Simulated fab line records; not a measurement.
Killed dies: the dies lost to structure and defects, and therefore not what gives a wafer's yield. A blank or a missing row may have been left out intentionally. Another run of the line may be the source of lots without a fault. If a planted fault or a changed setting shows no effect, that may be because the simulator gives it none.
Matching of chambers ; flow n5_finfet ; rie_diel-01 running N5_STI_FIN_REVEAL_STRIP_24: 4 sister chambers
The step strips in N2/H2, time 90 s. 4 wafers are shown with their chamber, then 8 later ones without.

== WAFERS WITH THEIR CHAMBER ==
wafer;chamber;drypump_motor_current_A (A)
L092.1;2;5.4
L092.2;3;5.1
L092.4;1;6.4
L093.2;0;6.2

== WAFERS MISSING THEIR CHAMBER ==
wafer;drypump_motor_current_A (A)
L093.4;6.4
L093.6;5.2
L096.2;6.2
L096.5;5.4
L096.6;6.4
L097.1;5.1
L097.5;6.2
L097.6;6.5

== CHAMBER TAKEN BY EACH ==
wafer;from the rows above;in truth
L093.4;1;1
L093.6;can't be placed: 3 or 2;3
L096.2;0;0
L096.5;2;2
L096.6;1;1
L097.1;3;3
L097.5;0;0
L097.6;1;1
Placed correctly: 7 of 8. Not placeable from these rows: 1 (in 1, the candidates include the true chamber). Number placed wrongly: 0.
How it was worked out, from the rows above alone: a wafer's distance from a chamber is the root of the sum, over the readings, of the square of ((its reading less the chamber's mean) divided by the reading's scatter). If the next closest chamber is less than 2 further off than the closest, the wafer can't be placed; otherwise it belongs to the closest. A chamber's mean is the mean of its shown wafers. The scatter: root of mean squared gap, hidden wafer to nearest shown wafer, with one shown wafer a chamber.
